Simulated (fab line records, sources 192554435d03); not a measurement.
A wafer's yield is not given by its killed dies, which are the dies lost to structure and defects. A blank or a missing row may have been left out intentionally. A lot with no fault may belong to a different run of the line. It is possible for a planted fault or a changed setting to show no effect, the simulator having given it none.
Matching of chambers    flow n5_finfet    cmp-02 running N5_MOL_CONTACT_COAG_CMP_52: 4 sister chambers
The step polishes, stops on SiO2, t overpolish 1.5 s, target thk 66.5 nm. 8 wafers are shown with their chamber, then 8 later ones without.

== WAFERS, EACH WITH ITS CHAMBER ==
wafer   chamber  motor_current_A (A)  time_to_endpoint_s (s)
L083.6  1        12.3                 12.3
L088.2  2        12.3                 8.4
L088.5  3        11.7                 9.2
L088.6  0        10.7                 12.6
L090.1  2        12.2                 8.0
L090.2  3        12.4                 6.6
L090.3  1        12.6                 10.8
L093.1  0        10.8                 11.8

== WAFERS WITHOUT THEIR CHAMBER ==
wafer   motor_current_A (A)  time_to_endpoint_s (s)
L093.3  12.6                 11.6
L093.5  12.0                 11.0
L095.2  10.9                 9.0
L095.3  12.5                 7.6
L095.5  10.4                 8.6
L096.2  10.4                 9.1
L096.4  12.7                 8.8
L096.6  12.7                 9.5

== WHICH CHAMBER EACH ONE RAN IN ==
wafer    from the rows above            in truth
L093.3   1                              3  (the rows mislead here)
L093.5   can't be placed: 1 or 2 or 3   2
L095.2   can't be placed: 0 or 3        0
L095.3   can't be placed: 2 or 3        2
L095.5   0                              0
L096.2   0                              0
L096.4   can't be placed: 2 or 3 or 1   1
L096.6   can't be placed: 2 or 1 or 3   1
Correct placement for 2 of the 8. Not placeable from these rows: 5 (in 5, the candidates include the true chamber). 1 placed wrongly.
How it was worked out, from the rows above alone: a wafer's distance from a chamber is the root of the sum, over the readings, of the square of ((its reading less the chamber's mean) divided by the reading's scatter). If the next closest chamber is less than 2 further off than the closest, the wafer can't be placed; otherwise it belongs to the closest. A chamber's mean is the mean of its shown wafers. The scatter is the square root of a quotient: the sum, over the shown wafers, of each reading's squared deviation from its chamber's mean, divided by wafers minus chambers.
